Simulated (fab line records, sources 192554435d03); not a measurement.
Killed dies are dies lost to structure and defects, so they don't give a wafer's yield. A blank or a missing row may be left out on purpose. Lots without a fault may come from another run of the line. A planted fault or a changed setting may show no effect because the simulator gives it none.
Which tool did it? | flow n5_finfet | 9 lots, 24 wafers sampled, at 5 steps of a route of 1938

WHAT THE GAUGES READ, wafer by wafer
N5_BEOL_M4_RC_MEAS_101.
lot  | measured     | on        | DIBL_N (mV/V)
L345 | day 7 14:49  | prober-01 | 39.5 37.5 34.2
L346 | day 7 23:13  | prober-01 | 36.3 38.7 36.4
L347 | day 8 05:29  | prober-01 | 33.7 35.4 35.9
L353 | day 10 02:51 | prober-01 | 35.0 37.7 35.9
L355 | day 10 21:37 | prober-01 | 36.3 38.6
L356 | day 11 00:26 | prober-01 | 35.7 33.9
L357 | day 11 04:07 | prober-02 | 36.4 37.7
L364 | day 12 23:57 | prober-01 | 35.2 37.4 36.4
L368 | day 13 17:47 | prober-01 | 34.9 35.1 34.1

WHICH TOOL RAN EACH LOT (tool, then ch and the chambers of the sampled wafers, then the start)
lot  | N5_FIN_SAQP_STRIP_77              | N5_FIN_CUT_COAT_19               | N5_FIN_CUT_DESCUM_13              | N5_FIN_CUT_ETCH_20
L345 | rie_diel-04 ch 0,1,2, day 2 02:33 | litho_track-03 ch 0, day 2 03:02 | rie_diel-06 ch 1,2,3, day 2 03:48 | rie_diel-06 ch 1,2,3, day 2 03:51
L346 | rie_diel-01 ch 2,3, day 2 09:34   | litho_track-04 ch 0, day 2 10:02 | rie_diel-06 ch 0,2,3, day 2 10:26 | rie_diel-06 ch 0,2,3, day 2 10:30
L347 | rie_diel-01 ch 0,1,2, day 2 13:37 | litho_track-04 ch 0, day 2 14:05 | rie_diel-06 ch 2,3, day 2 14:36   | rie_diel-06 ch 2,3, day 2 14:39
L353 | rie_diel-03 ch 0,1,2, day 4 03:16 | litho_track-03 ch 0, day 4 03:44 | rie_diel-05 ch 2,3, day 4 04:08   | rie_diel-05 ch 2,3, day 4 04:11
L355 | rie_diel-01 ch 1,2, day 4 14:24   | litho_track-04 ch 0, day 4 14:53 | rie_diel-02 ch 0,1, day 4 15:23   | rie_diel-02 ch 0,1, day 4 15:27
L356 | rie_diel-01 ch 3, day 4 22:35     | litho_track-04 ch 0, day 4 23:04 | rie_diel-05 ch 1,2, day 4 23:28   | rie_diel-05 ch 1,2, day 4 23:31
L357 | rie_diel-01 ch 1,2, day 5 06:46   | litho_track-04 ch 0, day 5 07:15 | rie_diel-02 ch 0,1, day 5 07:53   | rie_diel-02 ch 0,1, day 5 07:56
L364 | rie_diel-03 ch 1,2,3, day 6 19:24 | litho_track-03 ch 0, day 6 19:53 | rie_diel-06 ch 1,2, day 6 20:26   | rie_diel-06 ch 1,2, day 6 20:29
L368 | rie_diel-03 ch 1,2,3, day 7 20:12 | litho_track-03 ch 0, day 7 20:41 | rie_diel-02 ch 0,1,2, day 7 21:04 | rie_diel-02 ch 0,1,2, day 7 21:08
- N5_FIN_SAQP_STRIP_77: strips in N2/H2, time 90 s.
- N5_FIN_CUT_COAT_19: time 60 s, resist thk 20 nm.
- N5_FIN_CUT_DESCUM_13: chemistry O2, time 7 s.
- N5_FIN_CUT_ETCH_20: etches SiARC in CF4, target depth 26 nm, time 43.3 s.

THE ANSWER, worked out from the rows above alone
Rule: what is usual is taken from the lots themselves. Put in order of their means at a reading, lots are off if they are a third of the lots or fewer, leave a main group of 4 or more, and stand apart from it by a gap of 3 or more times the standard deviation of the main group's means; of several such gaps the widest counts. A main group whose means are all the same, to the digits that the tables above print for the reading, isn't used. A lot without any number at a reading at which 4 lots or more have one is off too. The other lots that the step has rows for count as sound.
No lot is off at any reading shown: from this, nothing can be told.

WHAT THE SIMULATOR HAD PUT IN
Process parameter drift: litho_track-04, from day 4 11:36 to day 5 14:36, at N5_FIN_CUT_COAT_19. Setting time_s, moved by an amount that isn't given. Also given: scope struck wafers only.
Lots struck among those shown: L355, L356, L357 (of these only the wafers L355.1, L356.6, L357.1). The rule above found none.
